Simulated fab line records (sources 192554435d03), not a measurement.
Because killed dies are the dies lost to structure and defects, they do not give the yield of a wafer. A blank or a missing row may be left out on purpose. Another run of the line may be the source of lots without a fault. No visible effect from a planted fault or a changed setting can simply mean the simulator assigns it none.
Which of the tools did it? + flow n5 finfet + 24 lots with 72 wafers sampled at 5 steps, on a route of 1938 steps

WHAT THE GAUGES SHOWED, per wafer
N5_BEOL_M7_CD_MEAS_18: pitch 80 nm, target cd 40 nm.
| lot  | measured     | on        | cd nm (nm)     |
|------|--------------|-----------|----------------|
| L074 | day 9 14:23  | cd sem-03 | 40.3 40.0 39.7 |
| L075 | day 9 23:35  | cd sem-01 | 40.0 40.4 39.6 |
| L076 | day 9 23:53  | cd sem-03 | 39.6 40.1 39.8 |
| L079 | day 10 19:01 | cd sem-03 | 39.9 40.0 39.4 |
| L077 | day 10 19:15 | cd sem-03 | 40.2 40.6 40.6 |
| L078 | day 11 06:19 | cd sem-03 | 39.9 39.4 39.9 |
| L080 | day 11 15:17 | cd sem-03 | 40.0 39.8 40.2 |
| L082 | day 12 01:07 | cd sem-03 | 39.4 39.8 39.1 |
| L081 | day 12 03:31 | cd sem-03 | 39.5 39.5 40.1 |
| L084 | day 12 06:43 | cd sem-03 | 39.8 39.5 39.6 |
| L086 | day 12 11:11 | cd sem-01 | 40.7 40.6 41.0 |
| L085 | day 13 09:52 | cd sem-02 | 40.3 40.4 40.7 |
| L083 | day 13 10:02 | cd sem-01 | 39.4 38.8 38.9 |
| L088 | day 13 13:17 | cd sem-02 | 39.8 40.2 40.0 |
| L087 | day 13 13:36 | cd sem-01 | 39.4 40.4 40.0 |
| L090 | day 13 17:52 | cd sem-02 | 40.1 40.0 40.9 |
| L089 | day 13 18:27 | cd sem-01 | 40.7 40.3 41.0 |
| L091 | day 14 15:04 | cd sem-01 | 39.9 40.3 39.7 |
| L092 | day 14 15:34 | cd sem-02 | 40.4 40.3 40.7 |
| L093 | day 14 15:43 | cd sem-02 | 40.3 40.0 39.8 |
| L094 | day 14 21:24 | cd sem-02 | 40.7 39.7 40.8 |
| L095 | day 15 01:24 | cd sem-03 | 39.4 39.1 38.6 |
| L096 | day 16 00:24 | cd sem-03 | 40.2 40.5 40.9 |
| L097 | day 16 04:11 | cd sem-01 | 40.2 39.6 40.3 |

N5_BEOL_M7_INSPECT_30: inspects for defects (brightfield).
| lot  | measured     | on                | raw defect count |
|------|--------------|-------------------|------------------|
| L074 | day 9 15:49  | defect inspect-02 | 453 544 511      |
| L075 | day 10 01:42 | defect inspect-02 | 417 376 505      |
| L076 | day 10 01:32 | defect inspect-02 | 286 367 358      |
| L079 | day 10 21:00 | defect inspect-01 | 282 362 270      |
| L077 | day 10 22:25 | defect inspect-02 | 314 289 294      |
| L078 | day 11 08:14 | defect inspect-01 | 374 371 429      |
| L080 | day 11 15:46 | defect inspect-01 | 378 306 412      |
| L082 | day 12 01:34 | defect inspect-01 | 435 281 458      |
| L081 | day 12 04:02 | defect inspect-02 | 344 384 271      |
| L084 | day 12 07:22 | defect inspect-02 | 556 489 505      |
| L086 | day 12 12:21 | defect inspect-01 | 415 388 619      |
| L085 | day 13 11:44 | defect inspect-02 | 391 416 430      |
| L083 | day 13 11:58 | defect inspect-01 | 391 301 389      |
| L088 | day 13 13:49 | defect inspect-02 | 405 427 438      |
| L087 | day 13 14:04 | defect inspect-02 | 397 515 485      |
| L090 | day 13 19:08 | defect inspect-01 | 326 363 331      |
| L089 | day 13 19:11 | defect inspect-02 | 342 384 450      |
| L091 | day 14 16:28 | defect inspect-02 | 358 385 408      |
| L092 | day 14 16:49 | defect inspect-02 | 459 523 440      |
| L093 | day 14 16:38 | defect inspect-02 | 360 474 299      |
| L094 | day 14 22:04 | defect inspect-01 | 373 451 419      |
| L095 | day 15 02:06 | defect inspect-02 | 552 571 441      |
| L096 | day 16 02:04 | defect inspect-02 | 256 304 340      |
| L097 | day 16 05:28 | defect inspect-02 | 491 395 304      |

N5_BEOL_M8_CD_MEAS_28: target cd 40 nm.
| lot  | measured     | on        | cd nm (nm)        |
|------|--------------|-----------|-------------------|
| L074 | day 9 23:16  | cd sem-01 | 40.15 39.90 40.26 |
| L075 | day 10 09:53 | cd sem-03 | 40.12 40.03 39.67 |
| L076 | day 10 09:56 | cd sem-02 | 39.40 39.64 40.01 |
| L079 | day 11 04:35 | cd sem-02 | 40.14 39.85 39.55 |
| L077 | day 11 04:45 | cd sem-03 | 40.09 39.68 40.09 |
| L078 | day 11 17:31 | cd sem-02 | 39.81 40.30 39.93 |
| L080 | day 12 01:37 | cd sem-02 | 40.08 39.71 40.12 |
| L082 | day 12 09:39 | cd sem-01 | 40.06 40.12 40.03 |
| L081 | day 12 12:16 | cd sem-02 | 40.26 39.66 39.88 |
| L084 | day 12 16:14 | cd sem-01 | 39.97 40.11 40.26 |
| L086 | day 13 04:19 | cd sem-01 | 40.00 39.88 40.61 |
| L085 | day 13 18:56 | cd sem-01 | 39.98 40.31 40.00 |
| L083 | day 13 19:08 | cd sem-02 | 40.00 40.00 39.90 |
| L088 | day 13 21:02 | cd sem-01 | 39.93 39.81 40.18 |
| L087 | day 13 21:22 | cd sem-02 | 40.03 40.19 40.35 |
| L090 | day 14 05:55 | cd sem-03 | 40.41 40.20 40.53 |
| L089 | day 14 05:18 | cd sem-02 | 39.87 39.86 39.84 |
| L091 | day 15 03:01 | cd sem-02 | 40.24 39.99 40.09 |
| L092 | day 15 03:03 | cd sem-01 | 40.01 40.29 40.09 |
| L093 | day 15 03:06 | cd sem-02 | 40.28 40.00 40.01 |
| L094 | day 15 06:52 | cd sem-03 | 39.99 39.77 40.01 |
| L095 | day 15 13:50 | cd sem-01 | 39.82 39.80 39.55 |
| L096 | day 16 12:20 | cd sem-03 | 39.85 40.61 39.85 |
| L097 | day 16 16:17 | cd sem-01 | 40.63 40.04 40.04 |

WHAT TOOL EACH LOT RAN ON (gives the tool, then ch and the chambers of the sampled wafers, and finally the start)
| lot  | N5_BEOL_M7_CURE_75            | N5_BEOL_M7_SURFACE_TREAT_79  |
|------|-------------------------------|------------------------------|
| L074 | uv cure-03 ch 2, day 9 16:29  | pvd sputter-01, day 9 17:27  |
| L075 | uv cure-01 ch 2, day 10 02:22 | pvd sputter-02, day 10 03:55 |
| L076 | uv cure-03 ch 2, day 10 02:11 | pvd sputter-02, day 10 03:46 |
| L079 | uv cure-01 ch 2, day 10 21:52 | pvd sputter-01, day 10 23:02 |
| L077 | uv cure-02 ch 0, day 10 23:13 | pvd sputter-01, day 11 00:14 |
| L078 | uv cure-02 ch 2, day 11 09:00 | pvd sputter-01, day 11 10:50 |
| L080 | uv cure-02 ch 0, day 11 16:49 | pvd sputter-02, day 11 18:34 |
| L082 | uv cure-03 ch 1, day 12 02:25 | pvd sputter-01, day 12 03:17 |
| L081 | uv cure-02 ch 1, day 12 04:43 | pvd sputter-02, day 12 06:43 |
| L084 | uv cure-02 ch 2, day 12 08:33 | pvd sputter-03, day 12 10:30 |
| L086 | uv cure-02 ch 0, day 12 14:25 | pvd sputter-02, day 12 16:52 |
| L085 | uv cure-02 ch 2, day 13 12:29 | pvd sputter-02, day 13 13:26 |
| L083 | uv cure-01 ch 2, day 13 12:38 | pvd sputter-03, day 13 13:36 |
| L088 | uv cure-03 ch 2, day 13 14:29 | pvd sputter-02, day 13 16:43 |
| L087 | uv cure-02 ch 1, day 13 14:49 | pvd sputter-02, day 13 16:50 |
| L090 | uv cure-02 ch 0, day 13 19:51 | pvd sputter-03, day 13 20:49 |
| L089 | uv cure-02 ch 0, day 13 20:09 | pvd sputter-03, day 13 21:16 |
| L091 | uv cure-03 ch 2, day 14 17:16 | pvd sputter-02, day 14 17:59 |
| L092 | uv cure-02 ch 2, day 14 18:00 | pvd sputter-02, day 14 18:50 |
| L093 | uv cure-01 ch 1, day 14 17:45 | pvd sputter-02, day 14 18:38 |
| L094 | uv cure-01 ch 2, day 14 22:57 | pvd sputter-01, day 14 23:47 |
| L095 | uv cure-03 ch 1, day 15 02:48 | pvd sputter-01, day 15 03:56 |
| L096 | uv cure-03 ch 2, day 16 02:51 | pvd sputter-01, day 16 03:37 |
| L097 | uv cure-03 ch 1, day 16 06:16 | pvd sputter-01, day 16 08:17 |
- N5_BEOL_M7_CURE_75: cures SiCOH lowk, time 120 s.
- N5_BEOL_M7_SURFACE_TREAT_79

AS READ BY THE TOOLS THEMSELVES (means over the sampled wafers that have a number; for cases with no such wafer, the mark the record gives instead)
N5_BEOL_M7_CURE_75.
| lot  | tool       | lamp power pct (%) | wafer_temp_C_max |
|------|------------|--------------------|------------------|
| L074 | uv cure-03 | 52.31              | 372.4            |
| L075 | uv cure-01 | 52.32              | 371.3            |
| L076 | uv cure-03 | 52.30              | 371.8            |
| L079 | uv cure-01 | 52.37              | 371.1            |
| L077 | uv cure-02 | 52.30              | 371.0            |
| L078 | uv cure-02 | 52.35              | 371.7            |
| L080 | uv cure-02 | 52.30              | 371.4            |
| L082 | uv cure-03 | 52.32              | 371.5            |
| L081 | uv cure-02 | 52.31              | 370.6            |
| L084 | uv cure-02 | 52.32              | 372.3            |
| L086 | uv cure-02 | 52.37              | 371.3            |
| L085 | uv cure-02 | 52.28              | 371.9            |
| L083 | uv cure-01 | 52.28              | 371.4            |
| L088 | uv cure-03 | 52.30              | 372.4            |
| L087 | uv cure-02 | 52.27              | 371.1            |
| L090 | uv cure-02 | 52.33              | 371.0            |
| L089 | uv cure-02 | 52.34              | 371.1            |
| L091 | uv cure-03 | 52.31              | 373.0            |
| L092 | uv cure-02 | 52.30              | 372.3            |
| L093 | uv cure-01 | 52.34              | 372.5            |
| L094 | uv cure-01 | 52.26              | 371.5            |
| L095 | uv cure-03 | 52.33              | 371.3            |
| L096 | uv cure-03 | 52.30              | 372.8            |
| L097 | uv cure-03 | 52.26              | 371.7            |

THE ANSWER, worked out from the rows above alone
Rule: usual is defined by the lots themselves. Put in order of their means at a reading, lots are off if they are a third of the lots or fewer, leave a main group of 4 or more, and stand apart from it by a gap of 3 or more times the standard deviation of the main group's means; of several such gaps the widest counts. The tables above print the reading to a certain number of digits; a main group whose means all agree to those digits is not used. A lot without any number at a reading at which 4 lots or more have one is off too. Where the step has rows for the other lots, those lots are counted as sound. First the gauges in route order, then the tools' own readings, where a lot's mean is used as printed above. The first step at which some lot is off is used, and at that step the reading that is off furthest; a lot without a number counts as furthest.
Nothing can be told from this: no lot is off at any reading shown.

WHAT THE SIMULATOR PUT IN
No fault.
